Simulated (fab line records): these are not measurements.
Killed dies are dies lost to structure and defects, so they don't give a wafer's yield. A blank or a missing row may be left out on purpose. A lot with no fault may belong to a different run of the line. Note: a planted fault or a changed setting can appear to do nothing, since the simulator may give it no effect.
Chamber matching -- flow n5_finfet -- N5_BEOL_M9_ETCH_61 on rie_diel-02: 3 sister chambers
The step etches SiARC in CF4, target depth 39 nm, time 65 s. 14 wafers are shown with their chamber, then 3 later ones without.

WAFERS, EACH WITH ITS CHAMBER
wafer,chamber,showerhead_plenum_p_Torr (Torr),etch_rf_on_time_s (s),oes_product_au (a.u.)
L074.1,1,2.14,66.0,0.60
L074.2,0,2.18,67.7,0.72
L074.4,0,2.19,67.4,0.72
L076.2,1,2.13,66.3,0.60
L076.3,3,2.10,65.9,0.59
L076.5,0,2.18,67.5,0.72
L083.1,0,2.18,67.9,0.69
L083.2,1,2.13,66.4,0.59
L083.4,1,2.13,66.4,0.59
L084.2,1,2.13,66.3,0.58
L084.3,0,2.18,67.3,0.70
L084.6,1,2.13,66.1,0.59
L087.3,1,2.13,66.3,0.59
L087.5,3,2.09,64.1,0.81

SIGNATURES (averages over the wafers above)
reading,chamber 0,chamber 1,chamber 3,scatter within a chamber
showerhead_plenum_p_Torr,2.1820,2.1314,2.0950,0.00443
etch_rf_on_time_s,67.560,66.257,65.000,0.425
oes_product_au,0.7100,0.5914,0.7000,0.0479
Rule: distance of a wafer from a chamber = root of the sum over the readings of ((wafer's reading minus chamber's mean) / reading's scatter) squared. If the next closest chamber is less than 2 further off than the closest, the wafer can't be placed; otherwise it belongs to the closest. How the scatter is found: for the shown wafers, subtract from each reading the mean of its chamber, square and add these, divide the total by (wafers less chambers), then take the root.

WAFERS WITHOUT THEIR CHAMBER
wafer,showerhead_plenum_p_Torr (Torr),etch_rf_on_time_s (s),oes_product_au (a.u.)
L088.5,2.09,63.1,0.81
L092.1,2.09,63.4,0.81
L092.6,2.09,63.4,0.81

THE CHAMBER EACH PASSED THROUGH
wafer,from the rows above,in truth
L088.5,3,3
L092.1,3,3
L092.6,3,3
3 of 3 placed correctly. Not placeable from these rows: 0. 0 placed wrongly.
